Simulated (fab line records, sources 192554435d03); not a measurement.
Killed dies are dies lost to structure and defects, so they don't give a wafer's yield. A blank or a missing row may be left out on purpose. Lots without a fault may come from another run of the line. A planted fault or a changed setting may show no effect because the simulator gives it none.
A struck lot beside a sound one | flow n5_finfet | 37 steps out of a route of 1938
Sound: wafers L826.1, L826.2, L826.6. Struck: wafers L824.3, L824.5, L824.6. The cause comes at the end.
At each step with rows: each side's tool, then ch and its chambers, then its first start. Under that, the readings that differ: sound wafers | struck wafers | difference of the means | sigmas: that difference in standard deviations of wafers without a fault.
alike: readings whose means differ by less than 2 such deviations, and words and numbers that are the same on both sides. not compared: withheld readings, readings that some wafer has no value for, bounds like >300 that may hide the same value, and numbers for which the record gives no deviation and whose values overlap.
The two part at a step that has a row with sigmas, a row that says differs or no value, or rows on one side only. Numbers that don't overlap but have no deviation are shown without sigmas and don't part them. A reading that every wafer of one side lacks parts them only if that side has two wafers or more.

first, 9 steps without rows for these wafers: N5_SD_EPI_P_COAT_34 (time 60 s, resist thk 350 nm); N5_SD_EPI_P_COAT_35 (time 60 s, resist thk 35 nm); N5_SD_EPI_P_COAT_03 (resist thk 150 nm); N5_SD_EPI_P_EBR_05; N5_SD_EPI_P_SOFTBAKE_04 (time 60 s); N5_SD_EPI_P_EXPOSE_06 (exposes mask SD P BLK, target cd 240 nm); N5_SD_EPI_P_PEB_07 (peb time 60 s); N5_SD_EPI_P_DEVELOP_08 (develop time 30 s); N5_SD_EPI_P_DESCUM_14 (chemistry O2, time 7.9 s).
N5_SD_EPI_P_ETCH_36: etches SiARC in CF4, target depth 45.5 nm, time 75.8 s.
  sound on rie_diel-02 ch 0,2,3, day 8 08:55; struck on rie_diel-01 ch 0,3, day 7 20:32
  alike: drypump_motor_current_A, etch_rf_on_time_s, oes_product_au, rf_vpp_V, showerhead_plenum_p_Torr, throttle_valve_pct
  not compared: rf_hours_counter_h
then, 20 steps without rows for these wafers: N5_SD_EPI_P_ETCH_37 (etches SOC in N2/H2, overetch 108 nm, time 486 s); N5_SD_EPI_P_STRIP_38 (strips in N2/H2); N5_SD_EPI_P_ETCHBACK_46 (etches SiNx in CH3F/O2, stops on SiO2, target depth 17.5 nm); N5_SD_EPI_P_ETCH_47 (etches SiOCN in CH3F/O2, target depth 25 nm); N5_SD_EPI_P_ETCH_16 (etches SiO2 in CHF3/O2, target depth 5 nm); N5_SD_EPI_P_STRIP_50 (strips in CHF3/O2); N5_SD_EPI_P_SD_RECESS_17 (chemistry HBr/Cl2/O2, target depth 39.1 nm, bt time 3 s); N5_SD_EPI_P_WET_ETCH_45 (etches SiO2 in dHF, time 10.7 s, target depth 2 nm, rinse time 30 s); N5_SD_EPI_P_STRIP_40 (strips in N2/H2); N5_SD_EPI_P_PRECLEAN_52 (cleans in O3/DIW, time 60 s); N5_SD_EPI_P_SRD_20 (time 30 s); N5_SD_EPI_P_PRECLEAN_51 (cleans in NF3:NH3, afs cycles 1, time 20 s, sublimation time 60 s); N5_SD_EPI_P_VAPOR_ETCH_44 (etches SiGe30 in NF3/Ar, time 3.3 s); N5_SD_EPI_P_EPI_21 (deposits SiGe:B, time 355 s); N5_SD_EPI_P_HM_STRIP_48 (strips SiNx in H3PO4, material SiNx, target depth 3 nm); N5_SD_EPI_P_SRD_49 (time 30 s); N5_SD_EPI_P_PRECLEAN_24 (cleans in O3/DIW, time 45 s); N5_SD_EPI_P_PRECLEAN_32 (cleans in dHF, time 10 s); N5_SD_EPI_P_PRECLEAN_33 (cleans in SC2, time 45 s); N5_SD_EPI_P_SRD_25 (time 30 s).
N5_SD_EPI_P_INSPECT_26: inspects for defects (darkfield).
  sound on defect_inspect-02, day 8 12:36; struck on defect_inspect-01, day 8 00:15
  reading          | sound       | struck      | difference | sigmas
  raw_defect_count | 197 182 145 | 908 894 916 | +731       | +24
then, 2 steps without rows for these wafers: N5_SD_ACTIVATION_RTA_00 (time 0 s); N5_SD_ACTIVATION_LSA_01 (time 0.0008 s).
N5_SD_ACTIVATION_INSPECT_02: inspects for defects (darkfield).
  sound on defect_inspect-01, day 8 13:23; struck on defect_inspect-02, day 8 01:03
  reading          | sound       | struck      | difference | sigmas
  raw_defect_count | 214 221 186 | 874 859 881 | +664       | +21
then, 1 step without rows for these wafers: N5_ILD0_LINER_00 (material SiNx, target thk 4 nm, pulse time 1 s, purge time 2 s).
-- the record jumps here: 4 days lie between the struck wafers' starts before and after (it left off in module ILD0 and takes up again in module BEOL_M4, whose first step shown is number 1111 of the route) --
N5_BEOL_M4_RC_MEAS_101:
  sound on prober-02 ch 0, day 12 18:56; struck on prober-01 ch 0, day 12 03:37
  alike: DIBL_N, DIBL_P, IOFF_N, IOFF_P, ION_N, ION_P, SS_N, SS_P, VT_N, VT_P
-- the record jumps here: 4 days lie between the struck wafers' starts before and after (it left off in module BEOL_M4 and takes up again in module PASSIVATION, whose first step shown is number 1936 of the route) --
N5_PASSIVATION_PROBE_49:
  sound on prober-02, day 17 01:55; struck on prober-02, day 16 13:32
  reading                  | sound          | struck         | difference | sigmas
  defect_limited_yield (%) | 93.5 92.7 91.4 | 84.7 83.6 87.7 | -7.2       | -5
  killed_at_contacts       | 20 21 26       | 4 6 9          | -16        | -3
  killed_at_front_end      | 18 22 39       | 135 156 88     | +100       | +9
  killed_dies              | 77 86 101      | 180 194 145    | +85        | +5
  sort_bin_5_function (%)  | 4.2 4.2 4.9    | 9.2 11.5 7.2   | +4.9       | +5
  sort_n_pass              | 1103 1094 1079 | 1000 986 1035  | -85        | -4
  sort_yield_pct (%)       | 93.5 92.7 91.4 | 84.7 83.6 87.7 | -7.2       | -5
  alike: killed_at_M0_to_M3, killed_at_M4_up, killed_at_other, killed_open, killed_short, sort_bin_6_memory

WHERE THEY PART
First at N5_SD_EPI_P_INSPECT_26; last, within this record, at N5_PASSIVATION_PROBE_49.

WHY: what the simulator had put in
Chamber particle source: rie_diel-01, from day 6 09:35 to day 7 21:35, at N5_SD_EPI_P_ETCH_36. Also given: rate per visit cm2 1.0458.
